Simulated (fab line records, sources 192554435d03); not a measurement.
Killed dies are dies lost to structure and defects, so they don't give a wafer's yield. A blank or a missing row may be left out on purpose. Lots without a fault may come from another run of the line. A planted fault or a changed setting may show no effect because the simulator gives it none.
Chamber matching | flow n5_finfet | N5_BEOL_M5_ETCH_68 on rie_diel-06: 4 sister chambers
The step etches SOC in N2/H2, target depth 80 nm, overetch 16 nm, time 120 s. 18 wafers are shown with their chamber, then 9 later ones without.

WAFERS WITH THEIR CHAMBER
wafer  | chamber | showerhead_plenum_p_Torr (Torr) | drypump_motor_current_A (A) | throttle_valve_pct (%)
L075.2 | 3       | 2.35                            | 5.8                         | 17.62
L075.5 | 0       | 2.44                            | 6.5                         | 17.56
L075.6 | 3       | 2.35                            | 5.9                         | 17.60
L081.2 | 0       | 2.43                            | 6.5                         | 17.56
L081.4 | 0       | 2.43                            | 6.5                         | 17.58
L081.6 | 1       | 2.71                            | 6.5                         | 17.81
L082.2 | 1       | 2.71                            | 6.5                         | 17.81
L082.3 | 0       | 2.43                            | 6.5                         | 17.56
L082.6 | 1       | 2.71                            | 6.5                         | 17.82
L084.1 | 1       | 2.71                            | 6.5                         | 17.82
L084.2 | 2       | 2.47                            | 5.6                         | 17.84
L084.5 | 3       | 2.35                            | 5.9                         | 17.63
L088.1 | 0       | 2.43                            | 6.5                         | 17.60
L088.2 | 2       | 2.47                            | 5.7                         | 17.84
L088.3 | 1       | 2.70                            | 6.5                         | 17.82
L087.1 | 3       | 2.34                            | 5.9                         | 17.65
L087.2 | 2       | 2.47                            | 5.6                         | 17.83
L087.3 | 1       | 2.70                            | 6.5                         | 17.84

SIGNATURES (means of the wafers above)
reading                  | chamber 0 | chamber 1 | chamber 2 | chamber 3 | scatter within a chamber
showerhead_plenum_p_Torr | 2.4320    | 2.7067    | 2.4700    | 2.3475    | 0.00454
drypump_motor_current_A  | 6.500     | 6.500     | 5.633     | 5.875     | 0.0318
throttle_valve_pct       | 17.5720   | 17.8200   | 17.8367   | 17.6250   | 0.0152
Rule: a wafer's distance from a chamber is the root of the sum, over the readings, of the square of ((its reading less the chamber's mean) divided by the reading's scatter). The wafer belongs to the nearest chamber; if the next one is less than 2 further off, it can't be placed. The scatter: the root of (the sum of the squares of (reading less its chamber's mean) over the shown wafers, divided by (wafers less chambers)).

WAFERS WITHOUT THEIR CHAMBER
wafer  | showerhead_plenum_p_Torr (Torr) | drypump_motor_current_A (A) | throttle_valve_pct (%)
L089.1 | 2.70                            | 6.5                         | 17.84
L089.3 | 2.43                            | 6.5                         | 17.60
L089.4 | 2.34                            | 5.8                         | 17.65
L094.1 | 2.34                            | 5.9                         | 17.67
L094.2 | 2.70                            | 6.5                         | 17.85
L094.3 | 2.47                            | 5.6                         | 17.86
L095.3 | 2.42                            | 6.5                         | 17.63
L095.5 | 2.47                            | 5.6                         | 17.86
L095.6 | 2.34                            | 5.9                         | 17.68

WHICH CHAMBER EACH WENT THROUGH
wafer  | from the rows above | in truth
L089.1 | 1                   | 1
L089.3 | 0                   | 0
L089.4 | 3                   | 3
L094.1 | 3                   | 3
L094.2 | 1                   | 1
L094.3 | 2                   | 2
L095.3 | 0                   | 0
L095.5 | 2                   | 2
L095.6 | 3                   | 3
Placed correctly: 9 of 9. Can't be placed from these rows: 0. Placed wrongly: 0.
